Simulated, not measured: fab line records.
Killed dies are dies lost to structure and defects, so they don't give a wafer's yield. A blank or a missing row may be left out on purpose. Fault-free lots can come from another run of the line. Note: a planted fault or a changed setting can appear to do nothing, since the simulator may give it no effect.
Matching of chambers    flow nandHarc    cmp-04 running NHARC_P_BONDPAD_CMP_32: 4 sister chambers
The step polishes SiCN, target thk 200 nm. 4 wafers are shown with their chamber, then 8 later ones without.

## EACH WAFER AND ITS CHAMBER
wafer   chamber  motorCurrentA (A)
L081.6  2        11.1
L085.3  0        12.5
L084.6  3        11.0
L089.1  1        10.9

## WAFERS WITH NO CHAMBER GIVEN
wafer   motorCurrentA (A)
L089.4  11.5
L089.5  11.3
L091.1  11.5
L091.3  10.8
L091.5  12.0
L094.1  10.9
L094.3  11.0
L094.5  11.3

## WHICH CHAMBER EACH WENT THROUGH
wafer   from the rows above           in truth
L089.4  can't be placed: 2 or 3 or 1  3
L089.5  can't be placed: 2 or 3 or 1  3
L091.1  can't be placed: 2 or 3 or 1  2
L091.3  can't be placed: 1 or 3 or 2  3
L091.5  can't be placed: 0 or 2 or 3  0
L094.1  can't be placed: 1 or 3 or 2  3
L094.3  can't be placed: 3 or 1 or 2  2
L094.5  can't be placed: 2 or 3 or 1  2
Placed correctly: 0 of 8. Can't be placed from these rows: 8 (the true chamber is among the candidates in 8). 0 placed wrongly.
How it was worked out, from the rows above alone: a wafer's distance from a chamber is the root of the sum, over the readings, of the square of ((its reading less the chamber's mean) divided by the reading's scatter). If the next closest chamber is less than 2 further off than the closest, the wafer can't be placed; otherwise it belongs to the closest. A chamber's mean is the mean of its shown wafers. The scatter: root of mean squared gap, hidden wafer to nearest shown wafer, with one shown wafer a chamber.
